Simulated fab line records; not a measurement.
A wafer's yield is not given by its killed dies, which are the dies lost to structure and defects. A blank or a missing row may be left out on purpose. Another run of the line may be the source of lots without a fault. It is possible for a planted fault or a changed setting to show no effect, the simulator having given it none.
fab line records + flow n5Finfet
[record]
- lots = 11
- wafers = 33
- lastDay = 17
route steps=1938 shown BEOL_M4@1111 BEOL_M14@1755 PASSIVATION@1936
lots with no fault: from the same line, run without faults
startH: start of the lot's first displayed wafer, in hours after the record's first day + waitH: hours elapsed since this lot's preceding step + " identical to the entry in the row above + L1.1+2: one row covering several wafers at once + - no value, or no start given + * or withheld: withheld + < > ~ a bound
route shown NAME@n: NAME is a module with steps in the file, n the number in the route of the first one + usual: mean/standard deviation taken from wafers without a fault + same: alike in all rows + chamber/n: place in a boat + sites: per-site readings + _std_site: standard deviation of those values + _edge_site: inner sites' mean taken away from outer sites' mean + radiusMm: for every site, how far away it sits from the centre of the wafer + mask NAME#n: copy n + behind: the most recent tool/chamber to have shaped the wafer + hold: the reason the lot was held/the length of the hold in hours/how it ended + device: transistor that didn't switch, given as n, p or np + end of line: at the end of the route, the tests of the same wafers + a step without rows: its recipe alone + killed: not the wafer's yield, but the dies lost to structure and defects at the first sort + map: the dies of a wafer, with x for killed, . for not killed, _ for no die there
set.NAME: the run value of the setting; set.NAME@STEP: its run value at that earlier step + model.NAME: the simulator's own value behind a step, which no gauge read
route steps across a sampled set of lots; one table per step, one row per wafer
services: a tool's chamber out of use, with start hour (startH, from the record's first day; less than 0 if before it), hours out, and reason
[[steps]]
[step N5_BEOL_M4_RC_MEAS_101]
[usual]
- DIBL_N = 36.5/1.4
- DIBL_P = 36.6/1.6
- IOFF_N = 0.160/0.024
- IOFF_P = 0.217/0.029
- ION_N = 674/8.7
- ION_P = 464/6.5
- SS_N = 71.6/0.47
- SS_P = 73.4/0.57
- VT_N = 250.0/2.5
- VT_P = -250/3.1
| lot.wafer | tool      | chamber | startH | waitH | DIBL_N[mV/V] | DIBL_P[mV/V] | IOFF_N[nA/um] | IOFF_P[nA/um] | ION_N[uA/um] | ION_P[uA/um] | SS_N[mV/dec] | SS_P[mV/dec] | VT_N[mV] | VT_P[mV] |
|-----------|-----------|---------|--------|-------|--------------|--------------|---------------|---------------|--------------|--------------|--------------|--------------|----------|----------|
| L800.2    | prober-02 | 0       | 167.21 | 0.2   | 38.0         | 37.7         | 0.172         | 0.236         | 676          | 466          | 71.7         | 72.8         | 250.4    | -248     |
| L800.3    | "         | 0       | "      | "     | 39.3         | 38.8         | 0.190         | 0.250         | 676          | 466          | 72.2         | 73.7         | 247.5    | -247     |
| L800.4    | "         | 0       | "      | "     | 36.9         | 36.6         | 0.149         | 0.218         | 673          | 468          | 71.5         | 73.6         | 252.5    | -250     |
| L801.1    | prober-02 | 0       | 174.07 | 0.0   | 34.3         | 35.8         | 0.140         | 0.193         | 663          | 465          | 71.6         | 72.8         | 250.5    | -251     |
| L801.2    | "         | 0       | "      | "     | 35.2         | 36.7         | 0.143         | 0.203         | 666          | 461          | 71.8         | 72.6         | 251.5    | -251     |
| L801.5    | "         | 0       | "      | "     | 35.5         | 36.3         | 0.152         | 0.208         | 671          | 462          | 71.7         | 73.3         | 249.1    | -249     |
| L802.2    | prober-01 | 0       | 185.60 | 0.2   | 36.9         | 37.8         | 0.177         | 0.222         | 669          | 460          | 71.7         | 73.2         | 248.6    | -249     |
| L802.4    | "         | 0       | "      | "     | 34.8         | 34.3         | 0.138         | 0.175         | 678          | 463          | 70.9         | 73.1         | 253.1    | -252     |
| L802.5    | "         | 0       | "      | "     | 37.4         | 37.7         | 0.188         | 0.220         | 690          | 466          | 71.8         | 74.0         | 247.8    | -250     |
| L803.3    | prober-02 | 0       | 193.68 | 0.3   | 34.9         | 35.5         | 0.155         | 0.228         | 680          | 471          | 71.6         | 73.5         | 249.3    | -249     |
| L803.5    | "         | 0       | "      | "     | 33.5         | 33.6         | 0.128         | 0.191         | 667          | 466          | 71.3         | 72.9         | 252.2    | -252     |
| L803.6    | "         | 0       | "      | "     | 35.1         | 36.0         | 0.159         | 0.224         | 687          | 471          | 72.0         | 73.1         | 249.7    | -247     |
| L804.1    | prober-01 | 0       | 195.34 | 0.0   | 37.1         | 37.2         | 0.180         | 0.253         | 687          | 474          | 71.6         | 73.5         | 247.7    | -247     |
| L804.4    | "         | 0       | "      | "     | 36.6         | 36.7         | 0.178         | 0.256         | 675          | 468          | 71.7         | 72.6         | 247.2    | -246     |
| L804.5    | "         | 0       | "      | "     | 36.3         | 36.3         | 0.169         | 0.241         | 684          | 475          | 71.6         | 73.6         | 244.9    | -245     |
| L807.1    | prober-01 | 0       | 216.01 | 0.0   | 38.3         | 38.1         | 0.188         | 0.269         | 683          | 473          | 71.7         | 74.7         | 248.0    | -245     |
| L807.2    | "         | 0       | "      | "     | 35.9         | 33.7         | 0.130         | 0.193         | 663          | 467          | 71.6         | 72.2         | 253.9    | -249     |
| L807.3    | "         | 0       | "      | "     | 37.5         | 36.4         | 0.166         | 0.238         | 663          | 462          | 72.2         | 73.8         | 250.4    | -250     |
| L812.3    | prober-01 | 0       | 244.15 | 0.3   | 35.7         | 35.4         | 0.134         | 0.212         | 666          | 469          | 70.7         | 72.5         | 251.2    | -249     |
| L812.4    | "         | 0       | "      | "     | 37.9         | 37.3         | 0.174         | 0.239         | 681          | 465          | 72.1         | 73.1         | 249.5    | -246     |
| L812.5    | "         | 0       | "      | "     | 36.0         | 35.4         | 0.140         | 0.210         | 675          | 468          | 71.0         | 72.9         | 249.9    | -249     |
| L813.1    | prober-01 | 0       | 257.45 | 0.0   | 36.7         | 37.3         | 0.152         | 0.193         | 677          | 458          | 72.3         | 73.5         | 249.6    | -254     |
| L813.4    | "         | 0       | "      | "     | 36.7         | 37.1         | 0.151         | 0.202         | 673          | 455          | 71.3         | 74.2         | 251.6    | -253     |
| L813.5    | "         | 0       | "      | "     | 37.4         | 37.0         | 0.160         | 0.198         | 665          | 454          | 71.6         | 73.4         | 251.6    | -254     |
| L814.2    | prober-02 | 0       | 260.42 | 0.2   | 36.8         | 37.4         | 0.157         | 0.227         | 668          | 458          | 72.0         | 74.0         | 251.6    | -247     |
| L814.3    | "         | 0       | "      | "     | 36.1         | 36.8         | 0.154         | 0.219         | 678          | 468          | 71.6         | 73.4         | 250.2    | -249     |
| L814.5    | "         | 0       | "      | "     | 36.4         | 36.4         | 0.155         | 0.219         | 678          | 469          | 70.4         | 73.7         | 251.5    | -249     |
| L818.4    | prober-01 | 0       | 278.41 | 0.5   | 36.7         | 38.8         | 0.167         | 0.226         | 666          | 463          | 72.0         | 74.2         | 249.4    | -253     |
| L818.5    | "         | 0       | "      | "     | 36.8         | 39.0         | 0.173         | 0.231         | 669          | 459          | 71.6         | 73.8         | 250.7    | -250     |
| L818.6    | "         | 0       | "      | "     | 35.0         | 36.9         | 0.146         | 0.194         | 672          | 460          | 71.7         | 73.3         | 250.6    | -252     |
| L822.1    | prober-01 | 0       | 301.14 | 0.0   | 35.8         | 38.6         | 0.164         | 0.217         | 677          | 454          | 71.6         | 73.5         | 248.1    | -249     |
| L822.3    | "         | 0       | "      | "     | 34.8         | 37.1         | 0.143         | 0.193         | 677          | 461          | 70.9         | 73.4         | 252.1    | -250     |
| L822.4    | "         | 0       | "      | "     | 37.9         | 40.1         | 0.199         | 0.236         | 686          | 458          | 73.0         | 74.4         | 248.2    | -249     |
[step N5_BEOL_M14_OCD_MEAS_35]
[usual]
- trenchDepthNm = 557/9.8
| lot.wafer | tool   | chamber | startH | waitH | trenchDepthNm |
|-----------|--------|---------|--------|-------|---------------|
| L800.2    | ocd-02 | -       | 244.46 | 0.0   | 544           |
| L800.3    | "      | -       | "      | "     | 550           |
| L800.4    | "      | -       | "      | "     | 552           |
| L801.1    | ocd-02 | -       | 258.94 | 0.0   | 549           |
| L801.2    | "      | -       | "      | "     | 538           |
| L801.5    | "      | -       | "      | "     | 551           |
| L802.2    | ocd-02 | -       | 263.31 | 0.0   | 565           |
| L802.4    | "      | -       | "      | "     | 556           |
| L802.5    | "      | -       | "      | "     | 555           |
| L803.3    | ocd-02 | -       | 266.40 | 0.0   | 564           |
| L803.5    | "      | -       | "      | "     | 564           |
| L803.6    | "      | -       | "      | "     | 545           |
| L804.1    | ocd-01 | -       | 270.27 | 0.0   | 571           |
| L804.4    | "      | -       | "      | "     | 553           |
| L804.5    | "      | -       | "      | "     | 539           |
| L807.1    | ocd-02 | -       | 291.98 | 0.0   | 559           |
| L807.2    | "      | -       | "      | "     | 557           |
| L807.3    | "      | -       | "      | "     | 558           |
| L812.3    | ocd-02 | -       | 316.58 | 0.0   | 539           |
| L812.4    | "      | -       | "      | "     | 572           |
| L812.5    | "      | -       | "      | "     | 552           |
| L814.2    | ocd-01 | -       | 331.72 | 0.0   | 544           |
| L814.3    | "      | -       | "      | "     | 572           |
| L814.5    | "      | -       | "      | "     | 545           |
| L813.1    | ocd-01 | -       | 336.73 | 0.0   | 556           |
| L813.4    | "      | -       | "      | "     | 544           |
| L813.5    | "      | -       | "      | "     | 537           |
| L818.4    | ocd-02 | -       | 348.15 | 0.0   | 574           |
| L818.5    | "      | -       | "      | "     | 560           |
| L818.6    | "      | -       | "      | "     | 563           |
| L822.1    | ocd-02 | -       | 377.35 | 0.0   | 557           |
| L822.3    | "      | -       | "      | "     | 565           |
| L822.4    | "      | -       | "      | "     | 564           |
[step N5_BEOL_M14_THK_MEAS_50]
[recipe]
- thkMeasGauge = xrf
- reads = Cu_of_BEOL_M14_ECD_47
[usual]
- M14_THK = 560/10
| lot.wafer | tool         | chamber | startH | waitH | M14_THK[nm] |
|-----------|--------------|---------|--------|-------|-------------|
| L800.2    | filmMetro-02 | -       | 247.62 | -     | 541         |
| L800.3    | "            | -       | "      | "     | 550         |
| L800.4    | "            | -       | "      | "     | 550         |
| L801.1    | filmMetro-01 | -       | 260.81 | -     | 554         |
| L801.2    | "            | -       | "      | "     | 543         |
| L801.5    | "            | -       | "      | "     | 557         |
| L802.2    | filmMetro-01 | -       | 266.51 | -     | 572         |
| L802.4    | "            | -       | "      | "     | 564         |
| L802.5    | "            | -       | "      | "     | 559         |
| L803.3    | filmMetro-01 | -       | 270.19 | -     | 572         |
| L803.5    | "            | -       | "      | "     | 573         |
| L803.6    | "            | -       | "      | "     | 552         |
| L804.1    | filmMetro-02 | -       | 274.75 | -     | 577         |
| L804.4    | "            | -       | "      | "     | 557         |
| L804.5    | "            | -       | "      | "     | 544         |
| L807.1    | filmMetro-01 | -       | 294.45 | -     | 562         |
| L807.2    | "            | -       | "      | "     | 562         |
| L807.3    | "            | -       | "      | "     | 562         |
| L812.3    | filmMetro-01 | -       | 318.63 | -     | 540         |
| L812.4    | "            | -       | "      | "     | 576         |
| L812.5    | "            | -       | "      | "     | 557         |
| L814.2    | filmMetro-02 | -       | 333.61 | -     | 547         |
| L814.3    | "            | -       | "      | "     | 575         |
| L814.5    | "            | -       | "      | "     | 551         |
| L813.1    | filmMetro-02 | -       | 338.95 | -     | 549         |
| L813.4    | "            | -       | "      | "     | 538         |
| L813.5    | "            | -       | "      | "     | 536         |
| L818.4    | filmMetro-02 | -       | 349.98 | -     | 572         |
| L818.5    | "            | -       | "      | "     | 557         |
| L818.6    | "            | -       | "      | "     | 563         |
| L822.1    | filmMetro-01 | -       | 381.65 | -     | 566         |
| L822.3    | "            | -       | "      | "     | 574         |
| L822.4    | "            | -       | "      | "     | 574         |
[step N5_BEOL_M14_DEP_53]
[recipe]
- material = SiCN
- targetThkA = 500
- tempC = withheld
- precursor = 3MS/NH3
- pressureTorr = 3
- rfW = 675
- timeS = 17.8
[usual]
- chamberPressureTorr = 3.001/0.0067
- rfFwdPowerW = 667.4/2.5
- showerheadPlenumPTorr = 4.153/0.022
- throttleValvePct = 18.1/1.1
| lot.wafer | tool     | chamber | startH | waitH | chamberPressureTorr | rfFwdPowerW | showerheadPlenumPTorr | throttleValvePct |
|-----------|----------|---------|--------|-------|---------------------|-------------|-----------------------|------------------|
| L800.2    | pecvd-03 | 1       | 247.69 | 0.0   | 2.999               | 666.2       | 4.172                 | 19.9             |
| L800.3    | "        | 2       | "      | "     | 2.997               | 666.4       | 4.128                 | 16.9             |
| L800.4    | "        | 1       | "      | "     | 2.998               | 668.3       | 4.173                 | 19.9             |
| L801.1    | pecvd-03 | 2       | 260.87 | 0.0   | 2.996               | 668.4       | 4.139                 | 16.8             |
| L801.2    | "        | 0       | "      | "     | 2.994               | 664.5       | 4.176                 | 18.7             |
| L801.5    | "        | 0       | "      | "     | 3.009               | 665.4       | 4.166                 | 18.4             |
| L802.2    | pecvd-03 | 2       | 266.57 | 0.0   | -                   | -           | -                     | -                |
| L802.4    | "        | 2       | "      | "     | -                   | -           | -                     | -                |
| L802.5    | "        | 1       | "      | "     | -                   | -           | -                     | -                |
| L803.3    | pecvd-03 | 0       | 270.25 | 0.0   | -                   | -           | -                     | -                |
| L803.5    | "        | 0       | "      | "     | -                   | -           | -                     | -                |
| L803.6    | "        | 2       | "      | "     | -                   | -           | -                     | -                |
| L804.1    | pecvd-02 | 2       | 274.81 | 0.0   | -                   | -           | -                     | -                |
| L804.4    | "        | 0       | "      | "     | -                   | -           | -                     | -                |
| L804.5    | "        | 1       | "      | "     | -                   | -           | -                     | -                |
| L807.1    | pecvd-02 | 0       | 294.51 | 0.0   | 2.995               | 671.4       | 4.136                 | 18.1             |
| L807.2    | "        | 2       | "      | "     | 3.005               | 666.9       | 4.140                 | 17.2             |
| L807.3    | "        | 1       | "      | "     | 2.996               | 664.8       | 4.194                 | 19.1             |
| L812.3    | pecvd-03 | 1       | 318.69 | 0.0   | 3.006               | 668.0       | 4.163                 | 19.5             |
| L812.4    | "        | 2       | "      | "     | 3.013               | 667.5       | 4.141                 | 16.8             |
| L812.5    | "        | 1       | "      | "     | 3.004               | 668.9       | 4.178                 | 19.8             |
| L814.2    | pecvd-03 | 0       | 333.67 | 0.0   | 2.993               | 669.4       | 4.167                 | 18.6             |
| L814.3    | "        | 2       | "      | "     | 3.007               | 668.1       | 4.130                 | 16.9             |
| L814.5    | "        | 2       | "      | "     | 3.008               | 668.2       | 4.128                 | 17.2             |
| L813.1    | pecvd-02 | 1       | 339.01 | 0.0   | 3.017               | 664.8       | 4.189                 | 19.1             |
| L813.4    | "        | 1       | "      | "     | 2.996               | 665.9       | 4.204                 | 19.0             |
| L813.5    | "        | 2       | "      | "     | 2.998               | 665.3       | 4.124                 | 16.8             |
| L818.4    | pecvd-02 | 0       | 350.06 | 0.0   | 2.986               | 670.4       | 4.138                 | 18.5             |
| L818.5    | "        | 1       | "      | "     | 3.003               | 666.0       | 4.185                 | 19.2             |
| L818.6    | "        | 2       | "      | "     | 3.001               | 667.9       | 4.137                 | 17.2             |
| L822.1    | pecvd-02 | 1       | 381.73 | 0.0   | 2.994               | 666.4       | 4.191                 | 19.2             |
| L822.3    | "        | 1       | "      | "     | 3.005               | 665.1       | 4.196                 | 19.1             |
| L822.4    | "        | 0       | "      | "     | 3.007               | 665.1       | 4.126                 | 18.4             |
[step N5_PASSIVATION_PROBE_49]
[usual]
- defectLimitedYield = 91.2/1.4
- killed_at_M0_to_M3 = 34/9.4
- killed_at_M4_up = 13/5.8
- killedAtContacts = 13/6.4
- killedAtFrontEnd = 41/11
- killedAtOther = 3.1/2.3
- killedDies = 103/16
- killedOnRim = 13/3.4
- killedOpen = 69/12
- killedShort = 33/7.8
- sort_bin_5_function = 5.1/0.91
- sort_bin_6_memory = 3.3/0.63
- sortNPass = 1077/16
- sortYieldPct = 91.2/1.4
[same]
- grossDies = 1180
- killedAtBackSide = 0
- sort_bin_4_leakage[%] = 0
- sort_bin_8_speed[%] = 0
| lot.wafer | tool      | chamber | startH | waitH | defectLimitedYield[%] | killed_at_M0_to_M3 | killed_at_M4_up | killedAtContacts | killedAtFrontEnd | killedAtOther | killedDies | killedOnRim | killedOpen | killedShort | sort_bin_5_function[%] | sort_bin_6_memory[%] | sortNPass | sortYieldPct[%] |
|-----------|-----------|---------|--------|-------|-----------------------|--------------------|-----------------|------------------|------------------|---------------|------------|-------------|------------|-------------|------------------------|----------------------|-----------|-----------------|
| L802.2    | prober-02 | -       | 283.83 | 0.1   | 0                     | 32                 | 1081            | 10               | 57               | 0             | 1180       | 152         | 82         | 26          | 96.5                   | 3.4                  | 0         | 0               |
| L802.4    | prober-02 | -       | 283.93 | 0.2   | 0                     | 33                 | 1064            | 16               | 64               | 3             | 1180       | 152         | 84         | 38          | 96.2                   | 3.4                  | 0         | 0               |
| L802.5    | prober-02 | -       | 283.98 | 0.2   | 0                     | 32                 | 1079            | 13               | 54               | 2             | 1180       | 152         | 84         | 22          | 96.3                   | 3.7                  | 0         | 0               |
| L803.3    | prober-01 | -       | 289.47 | 0.1   | 0                     | 45                 | 1069            | 14               | 51               | 1             | 1180       | 152         | 64         | 54          | 96.4                   | 3.1                  | 0         | 0               |
| L803.5    | prober-01 | -       | 289.57 | 0.2   | 0                     | 37                 | 1093            | 11               | 31               | 8             | 1180       | 152         | 59         | 36          | 96.6                   | 3.0                  | 0         | 0               |
| L803.6    | prober-01 | -       | 289.62 | 0.3   | 0                     | 36                 | 1073            | 18               | 53               | 0             | 1180       | 152         | 76         | 45          | 95.7                   | 4.0                  | 0         | 0               |
| L804.1    | prober-02 | -       | 295.14 | 0.0   | 0                     | 31                 | 1082            | 9                | 53               | 5             | 1180       | 152         | 81         | 37          | 96.1                   | 3.7                  | 0         | 0               |
| L804.4    | prober-02 | -       | 295.29 | 0.2   | 0                     | 22                 | 1088            | 22               | 45               | 3             | 1180       | 152         | 62         | 43          | 96.0                   | 3.6                  | 0         | 0               |
| L804.5    | prober-02 | -       | 295.34 | 0.2   | 0                     | 23                 | 1113            | 10               | 33               | 1             | 1180       | 152         | 52         | 27          | 96.9                   | 2.8                  | 0         | 0               |
// killed by level:class
L802.2 BEOL_M14:areaDep=1072 STI_FIN_REVEAL:geometricParticle:open=19 FIN_SAQP:geometricParticle:open=15 BEOL_M2:geometricParticle:open=11 MOL_CONTACT_COAG:geometricParticle:open=8 BEOL_M1:geometricParticle:open=6 FIN_SAQP:geometricParticle:short=5 BEOL_M0_SAQP:geometricParticle:open=5
L802.4 BEOL_M14:areaDep=1057 MOL_CONTACT_COAG:geometricParticle:open=15 FIN_SAQP:geometricParticle:open=14 STI_FIN_REVEAL:geometricParticle:open=14 FIN_SAQP:geometricParticle:short=10 BEOL_M1:geometricParticle:short=8 BEOL_M2:geometricParticle:open=7 ILD0:geometricParticle:open=5
L802.5 BEOL_M14:areaDep=1073 STI_FIN_REVEAL:geometricParticle:open=18 MOL_CONTACT_COAG:geometricParticle:open=13 FIN_SAQP:geometricParticle:open=12 BEOL_M0_SAQP:geometricParticle:open=9 STARTING-WAFER:geometricParticle:open=6 FIN_SAQP:geometricParticle:short=5 BEOL_M0:geometricParticle:open=5
L803.3 BEOL_M14:areaDep=1061 BEOL_M0_SAQP:geometricParticle:short=18 MOL_CONTACT_COAG:geometricParticle:open=12 FIN_SAQP:geometricParticle:open=11 FIN_SAQP:geometricParticle:short=10 BEOL_M0_SAQP:geometricParticle:open=10 GATE_CUT:geometricParticle:short=9 BEOL_M1:geometricParticle:open=7
L803.5 BEOL_M14:areaDep=1085 MOL_CONTACT_COAG:geometricParticle:open=9 BEOL_M0_SAQP:geometricParticle:short=8 BEOL_M1:geometricParticle:open=7 GATE_CUT:geometricParticle:short=6 DUMMY_GATE:geometricParticle:open=5 STI_FIN_REVEAL:geometricParticle:open=4 BEOL_M0:geometricParticle:open=4
L803.6 BEOL_M14:areaDep=1059 FIN_SAQP:geometricParticle:open=16 BEOL_M0_SAQP:geometricParticle:short=12 MOL_CONTACT_COAG:geometricParticle:open=10 BEOL_M0_SAQP:geometricParticle:open=10 MOL_CONTACT_COAG:geometricParticle:short=8 FIN_SAQP:geometricParticle:short=7 ILD0:geometricParticle:open=7
L804.1 BEOL_M14:areaDep=1061 STI_FIN_REVEAL:geometricParticle:open=18 FIN_SAQP:geometricParticle:open=9 MOL_CONTACT_COAG:geometricParticle:open=9 BEOL_M2:geometricParticle:short=8 BEOL_M4:geometricParticle:open=8 GATE_CUT:geometricParticle:short=7 BEOL_M2:geometricParticle:open=6
L804.4 BEOL_M14:areaDep=1075 MOL_CONTACT_COAG:geometricParticle:open=19 FIN_SAQP:geometricParticle:short=15 FIN_SAQP:geometricParticle:open=12 BEOL_M5:geometricParticle:open=7 STI_FIN_REVEAL:geometricParticle:open=6 GATE_CUT:geometricParticle:short=6 BEOL_M2:geometricParticle:open=5
L804.5 BEOL_M14:areaDep=1100 FIN_SAQP:geometricParticle:open=10 MOL_CONTACT_COAG:geometricParticle:open=9 BEOL_M0_SAQP:geometricParticle:short=7 FIN_SAQP:geometricParticle:short=6 BEOL_M0_SAQP:geometricParticle:open=6 BEOL_M2:geometricParticle:open=5 STARTING-WAFER:geometricParticle:short=5
[[services]]
| tool     | chamber | startH | hours | kind          |
|----------|---------|--------|-------|---------------|
| pecvd-02 | -       | 227.83 | 0.8   | repair        |
| pecvd-03 | 2       | 250.98 | 2.1   | scheduledDown |
| pecvd-02 | 1       | 254.31 | 5.5   | scheduledDown |
| pecvd-03 | -       | 275.77 | 0.4   | repair        |
| pecvd-03 | -       | 280.65 | 5.5   | pm            |
| pecvd-02 | 2       | 380.61 | 2.1   | scheduledDown |
[[key]]
[firstSign]
- step = N5_BEOL_M14_DEP_53
- reading = toolRecord
- direction = missing
[effect]
- step = N5_PASSIVATION_PROBE_49
- reading = killed_at_M4_up
- direction = up
- sigmas = 99+
- usual = 13
- struck = 1082
[moreKillsBornAt]
- N5_BEOL_M14_DEP_53@pecvd-03 = 6407
- N5_BEOL_M14_DEP_53@pecvd-02 = 3236
metAt N5_BEOL_M14_DEP_53
struckLots L802,L803,L804
laterRowsLeftOut L802.2,L802.4,L802.5,L803.3,L803.5,L803.6,L804.1,L804.4,L804.5
notActingAt N5_BEOL_M14_OCD_MEAS_35,N5_BEOL_M14_THK_MEAS_50
onsetBetween 260.87 266.57
[fault]
- kind = skippedStepWhole
- tool = pecvd-02,pecvd-03
- chamber = -
- onsetH = 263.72
- steps = N5_BEOL_M14_DEP_53
- scope = struckLotsOnly
// laterRowsLeftOut: the simulator's readings of these wafers behind a module that went badly wrong aren't trusted and aren't shown, but for the sort
